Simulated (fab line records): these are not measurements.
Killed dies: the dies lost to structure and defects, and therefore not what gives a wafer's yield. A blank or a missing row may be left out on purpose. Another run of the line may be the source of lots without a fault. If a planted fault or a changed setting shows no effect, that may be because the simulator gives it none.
Which tool did it? -- flow nand_harc -- 6 lots, 18 wafers sampled, at 4 steps of a route of 1302

WHAT THE GAUGES SHOWED, per wafer
NHARC_A_SGD_CUT_CD_MEAS_09: target cd 100 nm.
lot,measured,on,cd_nm (nm)
L829,day 19 23:27,cd_sem-02,99.2 99.9 99.9
L831,day 20 21:08,cd_sem-02,99.0 98.7 99.5
L837,day 23 19:48,cd_sem-02,119.7 120.8 119.0
L838,day 24 02:37,cd_sem-01,115.9 115.7 116.6
L845,day 27 07:07,cd_sem-01,102.1 100.3 100.3
L850,day 28 13:02,cd_sem-03,99.5 99.5 99.9

WHICH TOOL RAN EACH LOT (tool, then ch and the chambers of the sampled wafers, then the start)
lot,NHARC_A_STAIRCASE_ETCH_444,NHARC_A_STAIRCASE_ETCHBACK_422,NHARC_A_SGD_CUT_EXPOSE_06
L829,"rie_diel-06 ch 1,2,3, day 19 16:56","rie_diel-06 ch 1,2,3, day 19 21:18","arfi_scanner-02 ch 0, day 19 23:19"
L831,"rie_diel-06 ch 0,1,3, day 20 13:47","rie_diel-06 ch 0,1,3, day 20 18:59","arfi_scanner-01 ch 0, day 20 20:59"
L837,"rie_diel-06 ch 0,1, day 23 12:29","rie_diel-03 ch 0,2,3, day 23 17:47","arfi_scanner-02 ch 0, day 23 19:40"
L838,"rie_diel-02 ch 0,2,3, day 23 18:59","rie_diel-02 ch 0,2,3, day 24 00:40","arfi_scanner-02 ch 0, day 24 02:29"
L845,"rie_diel-06 ch 1,2,3, day 27 00:16","rie_diel-02 ch 0,1, day 27 05:02","arfi_scanner-03 ch 0, day 27 06:59"
L850,"rie_diel-06 ch 0,1,2, day 28 05:16","rie_diel-02 ch 0,1, day 28 10:59","arfi_scanner-01 ch 0, day 28 12:54"
- NHARC_A_STAIRCASE_ETCH_444: etches the open film in C4F8/O2, target depth 20400 nm, time 6800 s.
- NHARC_A_STAIRCASE_ETCHBACK_422: etches the open film in CH3F/O2, target depth 40 nm, time 74.286 s.
- NHARC_A_SGD_CUT_EXPOSE_06: exposes mask SGD.

THE ANSWER, worked out from the rows above alone
Rule: usual is defined by the lots themselves. Put in order of their means at a reading, lots are off if they are a third of the lots or fewer, leave a main group of 4 or more, and stand apart from it by a gap of 3 or more times the standard deviation of the main group's means; of several such gaps the widest counts. If all means in a main group match to the digits the tables above print for the reading, that group is not used. Also off: a lot with no number at a reading for which 4 or more lots have one. The other lots that the step has rows for count as sound.
Off, at NHARC_A_SGD_CUT_CD_MEAS_09 on cd_nm: L837, L838. Mean 99.8 nm and standard deviation 0.67 in the main group.
If a tool, at a process step before that reading, ran all the lots that are off and no sound lot after the first of them, it fits. Those tools and the gauges at NHARC_A_SGD_CUT_CD_MEAS_09 are tried in the same way. One fits: arfi_scanner-02 at NHARC_A_SGD_CUT_EXPOSE_06. A fault onset in the window from L829 (day 19 23:19, its last sound lot) to L837 (day 23 19:40, its first lot off) fits.

WHAT WAS PUT IN BY THE SIMULATOR
Process parameter drift: arfi_scanner-02, from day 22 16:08 on, at NHARC_A_SGD_CUT_EXPOSE_06. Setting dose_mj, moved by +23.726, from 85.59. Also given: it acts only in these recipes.
Lots struck among those shown: L837, L838. The same result came from the rule above.
